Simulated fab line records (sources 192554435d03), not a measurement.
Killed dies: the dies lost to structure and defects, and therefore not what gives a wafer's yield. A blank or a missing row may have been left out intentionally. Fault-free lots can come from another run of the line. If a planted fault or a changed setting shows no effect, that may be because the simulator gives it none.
The tool behind it: which one? || flow n5-finfet || 30 wafers from 11 lots sampled at 4 of the route's 1938 steps

== WHAT THE GAUGES READ, wafer by wafer ==
Not one reading of a measure or inspect step in the record can be checked against a usual standard deviation.

== EACH LOT AND THE TOOL THAT RAN IT (in order: tool; ch and the chambers of the sampled wafers; start) ==
{"lot": "L960", "N5_BEOL_M11_STRIP_67": "rie-diel-03 ch 1,2,3, day 11 04:23", "N5_BEOL_M11_STRIP_36": "rie-diel-05 ch 1,2,3, day 11 07:21", "N5_BEOL_M11_CURE_72": "uv-cure-02 ch 2, day 11 07:46", "N5_BEOL_M11_DEP_56": "pecvd-03 ch 0,1,2, day 11 09:59"}
{"lot": "L963", "N5_BEOL_M11_STRIP_67": "rie-diel-02 ch 0,3, day 12 07:58", "N5_BEOL_M11_STRIP_36": "rie-diel-03 ch 2,3, day 12 09:19", "N5_BEOL_M11_CURE_72": "uv-cure-03 ch 1, day 12 09:47", "N5_BEOL_M11_DEP_56": "pecvd-04 ch 0,1, day 12 11:56"}
{"lot": "L964", "N5_BEOL_M11_STRIP_67": "rie-diel-03 ch 0,2, day 12 16:59", "N5_BEOL_M11_STRIP_36": "rie-diel-02 ch 1,2,3, day 12 19:05", "N5_BEOL_M11_CURE_72": "uv-cure-03 ch 2, day 12 19:30", "N5_BEOL_M11_DEP_56": "pecvd-04 ch 0,1, day 12 21:40"}
{"lot": "L965", "N5_BEOL_M11_STRIP_67": "rie-diel-02 ch 0,1,2, day 12 20:43", "N5_BEOL_M11_STRIP_36": "rie-diel-03 ch 1,2, day 12 22:44", "N5_BEOL_M11_CURE_72": "uv-cure-01 ch 2, day 12 23:10", "N5_BEOL_M11_DEP_56": "pecvd-01 ch 0,1,2, day 13 01:18"}
{"lot": "L966", "N5_BEOL_M11_STRIP_67": "rie-diel-03 ch 0,1,3, day 13 04:16", "N5_BEOL_M11_STRIP_36": "rie-diel-02 ch 0,1, day 13 06:42", "N5_BEOL_M11_CURE_72": "uv-cure-01 ch 0, day 13 07:20", "N5_BEOL_M11_DEP_56": "pecvd-04 ch 0,1,2, day 13 10:10"}
{"lot": "L967", "N5_BEOL_M11_STRIP_67": "rie-diel-02 ch 0,1,2, day 13 04:44", "N5_BEOL_M11_STRIP_36": "rie-diel-03 ch 0,1, day 13 06:32", "N5_BEOL_M11_CURE_72": "uv-cure-01 ch 0, day 13 06:59", "N5_BEOL_M11_DEP_56": "pecvd-04 ch 1,2, day 13 09:21"}
{"lot": "L972", "N5_BEOL_M11_STRIP_67": "rie-diel-05 ch 0,2,3, day 14 15:26", "N5_BEOL_M11_STRIP_36": "rie-diel-02 ch 0,1,3, day 14 17:57", "N5_BEOL_M11_CURE_72": "uv-cure-03 ch 2, day 14 19:26", "N5_BEOL_M11_DEP_56": "pecvd-03 ch 1,2, day 14 22:41"}
{"lot": "L973", "N5_BEOL_M11_STRIP_67": "rie-diel-02 ch 0,2,3, day 15 01:16", "N5_BEOL_M11_STRIP_36": "rie-diel-02 ch 1,2,3, day 15 04:56", "N5_BEOL_M11_CURE_72": "uv-cure-01 ch 1, day 15 05:21", "N5_BEOL_M11_DEP_56": "pecvd-03 ch 0,1,2, day 15 07:50"}
{"lot": "L974", "N5_BEOL_M11_STRIP_67": "rie-diel-02 ch 1,2, day 15 06:13", "N5_BEOL_M11_STRIP_36": "rie-diel-02 ch 0,3, day 15 07:41", "N5_BEOL_M11_CURE_72": "uv-cure-03 ch 1, day 15 08:09", "N5_BEOL_M11_DEP_56": "pecvd-01 ch 0,2, day 15 10:06"}
{"lot": "L977", "N5_BEOL_M11_STRIP_67": "rie-diel-05 ch 0,2, day 15 21:39", "N5_BEOL_M11_STRIP_36": "rie-diel-05 ch 0,1, day 15 23:35", "N5_BEOL_M11_CURE_72": "uv-cure-03 ch 0, day 16 00:07", "N5_BEOL_M11_DEP_56": "pecvd-01 ch 1, day 16 02:02"}
{"lot": "L976", "N5_BEOL_M11_STRIP_67": "rie-diel-05 ch 2, day 16 05:47", "N5_BEOL_M11_STRIP_36": "rie-diel-05 ch 0,2, day 16 08:19", "N5_BEOL_M11_CURE_72": "uv-cure-03 ch 0, day 16 08:44", "N5_BEOL_M11_DEP_56": "pecvd-03 ch 0,1, day 16 11:17"}
- N5_BEOL_M11_STRIP_67: strips in CF4.
- N5_BEOL_M11_STRIP_36: strips in N2/H2.
- N5_BEOL_M11_CURE_72: cures SiCOH lowk, time 120 s.
- N5_BEOL_M11_DEP_56: deposits SiCN from 3MS/NH3, target thk 30 nm, time 10.5 s.

== AS READ BY THE TOOLS THEMSELVES (means over the sampled wafers that have a number; for cases with no such wafer, the mark the record gives instead) ==
N5_BEOL_M11_STRIP_67. Usual: chamber-pressure-mTorr 50.00 mTorr, standard deviation 0.048; drypump-motor-current-A 5.6 A, standard deviation 0.47; oes-product-au 0.80 a.u., standard deviation 0.087; rf-vpp-V 271.4 V, standard deviation 1.5; showerhead-plenum-p-Torr 1.80 Torr, standard deviation 0.059; throttle-valve-pct 13.54 %, standard deviation 0.23.
{"lot": "L960", "tool": "rie-diel-03", "chamber-pressure-mTorr (mTorr)": 49.99, "drypump-motor-current-A (A)": 5.2, "oes-product-au (a.u.)": 0.79, "rf-vpp-V (V)": 271.9, "showerhead-plenum-p-Torr (Torr)": 1.80, "throttle-valve-pct (%)": 13.51, "flag": ""}
{"lot": "L963", "tool": "rie-diel-02", "chamber-pressure-mTorr (mTorr)": 50.00, "drypump-motor-current-A (A)": 5.8, "oes-product-au (a.u.)": 0.78, "rf-vpp-V (V)": 273.4, "showerhead-plenum-p-Torr (Torr)": 1.87, "throttle-valve-pct (%)": 13.52, "flag": ""}
{"lot": "L964", "tool": "rie-diel-03", "chamber-pressure-mTorr (mTorr)": 49.97, "drypump-motor-current-A (A)": 5.1, "oes-product-au (a.u.)": 0.85, "rf-vpp-V (V)": 271.3, "showerhead-plenum-p-Torr (Torr)": 1.82, "throttle-valve-pct (%)": 13.47, "flag": ""}
{"lot": "L965", "tool": "rie-diel-02", "chamber-pressure-mTorr (mTorr)": 50.02, "drypump-motor-current-A (A)": 5.5, "oes-product-au (a.u.)": 0.82, "rf-vpp-V (V)": 271.9, "showerhead-plenum-p-Torr (Torr)": 1.83, "throttle-valve-pct (%)": 13.39, "flag": ""}
{"lot": "L966", "tool": "rie-diel-03", "chamber-pressure-mTorr (mTorr)": 49.98, "drypump-motor-current-A (A)": 5.4, "oes-product-au (a.u.)": 0.74, "rf-vpp-V (V)": 270.0, "showerhead-plenum-p-Torr (Torr)": 1.79, "throttle-valve-pct (%)": 13.59, "flag": ""}
{"lot": "L967", "tool": "rie-diel-02", "chamber-pressure-mTorr (mTorr)": 49.96, "drypump-motor-current-A (A)": 5.5, "oes-product-au (a.u.)": 0.81, "rf-vpp-V (V)": 272.4, "showerhead-plenum-p-Torr (Torr)": 1.83, "throttle-valve-pct (%)": 13.40, "flag": ""}
{"lot": "L972", "tool": "rie-diel-05", "chamber-pressure-mTorr (mTorr)": 50.03, "drypump-motor-current-A (A)": 6.1, "oes-product-au (a.u.)": 0.85, "rf-vpp-V (V)": 272.1, "showerhead-plenum-p-Torr (Torr)": 1.79, "throttle-valve-pct (%)": 13.59, "flag": ""}
{"lot": "L973", "tool": "rie-diel-02", "chamber-pressure-mTorr (mTorr)": 49.99, "drypump-motor-current-A (A)": 5.6, "oes-product-au (a.u.)": 0.77, "rf-vpp-V (V)": 272.0, "showerhead-plenum-p-Torr (Torr)": 1.84, "throttle-valve-pct (%)": 13.58, "flag": ""}
{"lot": "L974", "tool": "rie-diel-02", "chamber-pressure-mTorr (mTorr)": 50.03, "drypump-motor-current-A (A)": 5.3, "oes-product-au (a.u.)": 0.77, "rf-vpp-V (V)": 272.0, "showerhead-plenum-p-Torr (Torr)": 1.79, "throttle-valve-pct (%)": 13.56, "flag": ""}
{"lot": "L977", "tool": "rie-diel-05", "chamber-pressure-mTorr (mTorr)": 50.03, "drypump-motor-current-A (A)": 6.3, "oes-product-au (a.u.)": 0.90, "rf-vpp-V (V)": 271.8, "showerhead-plenum-p-Torr (Torr)": 1.83, "throttle-valve-pct (%)": 13.52, "flag": ""}
{"lot": "L976", "tool": "rie-diel-05", "chamber-pressure-mTorr (mTorr)": 50.00, "drypump-motor-current-A (A)": 6.4, "oes-product-au (a.u.)": 0.90, "rf-vpp-V (V)": 272.8, "showerhead-plenum-p-Torr (Torr)": 1.90, "throttle-valve-pct (%)": 13.48, "flag": ""}

N5_BEOL_M11_STRIP_36. Usual: chamber-pressure-mTorr 20.00 mTorr, standard deviation 0.042; drypump-motor-current-A 5.6 A, standard deviation 0.45; oes-product-au 0.80 a.u., standard deviation 0.094; rf-vpp-V 59.0 V, standard deviation 1.9; showerhead-plenum-p-Torr 2.55 Torr, standard deviation 0.081; throttle-valve-pct 23.54 %, standard deviation 0.28.
{"lot": "L960", "tool": "rie-diel-05", "chamber-pressure-mTorr (mTorr)": 19.99, "drypump-motor-current-A (A)": 5.7, "oes-product-au (a.u.)": 0.70, "rf-vpp-V (V)": 57.1, "showerhead-plenum-p-Torr (Torr)": 2.48, "throttle-valve-pct (%)": 23.78, "flag": ""}
{"lot": "L963", "tool": "rie-diel-03", "chamber-pressure-mTorr (mTorr)": 19.97, "drypump-motor-current-A (A)": 5.0, "oes-product-au (a.u.)": 0.83, "rf-vpp-V (V)": 59.0, "showerhead-plenum-p-Torr (Torr)": 2.56, "throttle-valve-pct (%)": 23.58, "flag": ""}
{"lot": "L964", "tool": "rie-diel-02", "chamber-pressure-mTorr (mTorr)": 20.05, "drypump-motor-current-A (A)": 5.4, "oes-product-au (a.u.)": 0.77, "rf-vpp-V (V)": 60.1, "showerhead-plenum-p-Torr (Torr)": 2.57, "throttle-valve-pct (%)": 23.60, "flag": ""}
{"lot": "L965", "tool": "rie-diel-03", "chamber-pressure-mTorr (mTorr)": 19.97, "drypump-motor-current-A (A)": 5.0, "oes-product-au (a.u.)": 0.85, "rf-vpp-V (V)": 57.0, "showerhead-plenum-p-Torr (Torr)": 2.57, "throttle-valve-pct (%)": 23.48, "flag": ""}
{"lot": "L966", "tool": "rie-diel-02", "chamber-pressure-mTorr (mTorr)": 19.98, "drypump-motor-current-A (A)": 5.6, "oes-product-au (a.u.)": 0.85, "rf-vpp-V (V)": 60.5, "showerhead-plenum-p-Torr (Torr)": 2.61, "throttle-valve-pct (%)": 23.28, "flag": ""}
{"lot": "L967", "tool": "rie-diel-03", "chamber-pressure-mTorr (mTorr)": 19.93, "drypump-motor-current-A (A)": 5.5, "oes-product-au (a.u.)": 0.76, "rf-vpp-V (V)": 58.7, "showerhead-plenum-p-Torr (Torr)": 2.54, "throttle-valve-pct (%)": 23.59, "flag": ""}
{"lot": "L972", "tool": "rie-diel-02", "chamber-pressure-mTorr (mTorr)": 20.01, "drypump-motor-current-A (A)": 5.7, "oes-product-au (a.u.)": 0.80, "rf-vpp-V (V)": 59.8, "showerhead-plenum-p-Torr (Torr)": 2.62, "throttle-valve-pct (%)": 23.25, "flag": ""}
{"lot": "L973", "tool": "rie-diel-02", "chamber-pressure-mTorr (mTorr)": 20.01, "drypump-motor-current-A (A)": 5.4, "oes-product-au (a.u.)": 0.76, "rf-vpp-V (V)": 59.3, "showerhead-plenum-p-Torr (Torr)": 2.57, "throttle-valve-pct (%)": 23.60, "flag": ""}
{"lot": "L974", "tool": "rie-diel-02", "chamber-pressure-mTorr (mTorr)": 19.99, "drypump-motor-current-A (A)": 5.8, "oes-product-au (a.u.)": 0.78, "rf-vpp-V (V)": 59.4, "showerhead-plenum-p-Torr (Torr)": 2.64, "throttle-valve-pct (%)": 23.15, "flag": ""}
{"lot": "L977", "tool": "rie-diel-05", "chamber-pressure-mTorr (mTorr)": 19.96, "drypump-motor-current-A (A)": 5.7, "oes-product-au (a.u.)": 0.95, "rf-vpp-V (V)": 59.2, "showerhead-plenum-p-Torr (Torr)": 2.54, "throttle-valve-pct (%)": 23.48, "flag": ""}
{"lot": "L976", "tool": "rie-diel-05", "chamber-pressure-mTorr (mTorr)": 20.00, "drypump-motor-current-A (A)": 6.5, "oes-product-au (a.u.)": 0.92, "rf-vpp-V (V)": 56.4, "showerhead-plenum-p-Torr (Torr)": 2.59, "throttle-valve-pct (%)": 23.68, "flag": ""}

N5_BEOL_M11_CURE_72. Usual: lamp-power-pct 52.32 %, standard deviation 0.055; run-length-s 178.5 s, standard deviation 1.4; wafer_temp_C_max 371.6, standard deviation 0.46.
{"lot": "L960", "tool": "uv-cure-02", "lamp-power-pct (%)": 52.33, "run-length-s (s)": 181.4, "wafer_temp_C_max": 372.5, "flag": ""}
{"lot": "L963", "tool": "uv-cure-03", "lamp-power-pct (%)": 52.30, "run-length-s (s)": 178.7, "wafer_temp_C_max": 371.4, "flag": ""}
{"lot": "L964", "tool": "uv-cure-03", "lamp-power-pct (%)": 52.31, "run-length-s (s)": 177.9, "wafer_temp_C_max": 371.2, "flag": ""}
{"lot": "L965", "tool": "uv-cure-01", "lamp-power-pct (%)": 52.31, "run-length-s (s)": 179.0, "wafer_temp_C_max": 371.3, "flag": ""}
{"lot": "L966", "tool": "uv-cure-01", "lamp-power-pct (%)": 52.28, "run-length-s (s)": 177.6, "wafer_temp_C_max": 371.3, "flag": ""}
{"lot": "L967", "tool": "uv-cure-01", "lamp-power-pct (%)": 52.26, "run-length-s (s)": 177.4, "wafer_temp_C_max": 371.5, "flag": ""}
{"lot": "L972", "tool": "uv-cure-03", "lamp-power-pct (%)": 52.32, "run-length-s (s)": 178.3, "wafer_temp_C_max": 371.9, "flag": ""}
{"lot": "L973", "tool": "uv-cure-01", "lamp-power-pct (%)": 52.30, "run-length-s (s)": 177.6, "wafer_temp_C_max": 371.7, "flag": ""}
{"lot": "L974", "tool": "uv-cure-03", "lamp-power-pct (%)": 51.66, "run-length-s (s)": 165.8, "wafer_temp_C_max": 371.5, "flag": "OFF"}
{"lot": "L977", "tool": "uv-cure-03", "lamp-power-pct (%)": 51.08, "run-length-s (s)": 151.8, "wafer_temp_C_max": 372.0, "flag": "OFF"}
{"lot": "L976", "tool": "uv-cure-03", "lamp-power-pct (%)": 51.68, "run-length-s (s)": 164.8, "wafer_temp_C_max": 371.6, "flag": "OFF"}

N5_BEOL_M11_DEP_56. Usual: showerhead-plenum-p-Torr 4.169 Torr, standard deviation 0.013; throttle-valve-pct 17.7 %, standard deviation 0.87.
{"lot": "L960", "tool": "pecvd-03", "showerhead-plenum-p-Torr (Torr)": 4.165, "throttle-valve-pct (%)": 17.6, "flag": ""}
{"lot": "L963", "tool": "pecvd-04", "showerhead-plenum-p-Torr (Torr)": 4.178, "throttle-valve-pct (%)": 17.6, "flag": ""}
{"lot": "L964", "tool": "pecvd-04", "showerhead-plenum-p-Torr (Torr)": 4.177, "throttle-valve-pct (%)": 17.8, "flag": ""}
{"lot": "L965", "tool": "pecvd-01", "showerhead-plenum-p-Torr (Torr)": 4.185, "throttle-valve-pct (%)": 17.8, "flag": ""}
{"lot": "L966", "tool": "pecvd-04", "showerhead-plenum-p-Torr (Torr)": 4.174, "throttle-valve-pct (%)": 17.9, "flag": ""}
{"lot": "L967", "tool": "pecvd-04", "showerhead-plenum-p-Torr (Torr)": 4.165, "throttle-valve-pct (%)": 18.0, "flag": ""}
{"lot": "L972", "tool": "pecvd-03", "showerhead-plenum-p-Torr (Torr)": 4.171, "throttle-valve-pct (%)": 18.4, "flag": ""}
{"lot": "L973", "tool": "pecvd-03", "showerhead-plenum-p-Torr (Torr)": 4.162, "throttle-valve-pct (%)": 17.6, "flag": ""}
{"lot": "L974", "tool": "pecvd-01", "showerhead-plenum-p-Torr (Torr)": 4.184, "throttle-valve-pct (%)": 17.6, "flag": ""}
{"lot": "L977", "tool": "pecvd-01", "showerhead-plenum-p-Torr (Torr)": 4.179, "throttle-valve-pct (%)": 18.0, "flag": ""}
{"lot": "L976", "tool": "pecvd-03", "showerhead-plenum-p-Torr (Torr)": 4.168, "throttle-valve-pct (%)": 17.2, "flag": ""}

== THE ANSWER, worked out from the rows above alone ==
Rule: a lot counts as off when the mean over its wafers that have a number is more than 3 standard deviations away from the usual mean. Also off: a lot with no number at a reading for which 4 or more lots have one. The other lots that the step has rows for count as sound. The gauges are gone through in route order, then the tools' own readings, and for those a lot's mean is taken as printed above. At the first step where some lot is off, the reading lying furthest off is the one used; lots without a number count as furthest.
Off: L974, L977, L976, at N5_BEOL_M11_CURE_72 (lamp-power-pct).
A tool fits if, at that step or a process step before it, it ran every lot that is off, and no sound lot after the first of them. One fits: uv-cure-03 at N5_BEOL_M11_CURE_72. A fault onset in the window from L972 (day 14 19:26, its last sound lot) to L974 (day 15 08:09, its first lot off) fits.
The tool's own readings at N5_BEOL_M11_CURE_72 bear it out: on the lots that are off they differ by more than 5 times the standard deviation of the sound lots' means. lamp-power-pct reads 51.47 % there against 52.30 % on the sound lots; run-length-s reads 160.8 s there against 178.5 s on the sound lots.

== WHAT WAS PUT IN BY THE SIMULATOR ==
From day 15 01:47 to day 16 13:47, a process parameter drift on uv-cure-03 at N5_BEOL_M11_CURE_72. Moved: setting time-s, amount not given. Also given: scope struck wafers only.
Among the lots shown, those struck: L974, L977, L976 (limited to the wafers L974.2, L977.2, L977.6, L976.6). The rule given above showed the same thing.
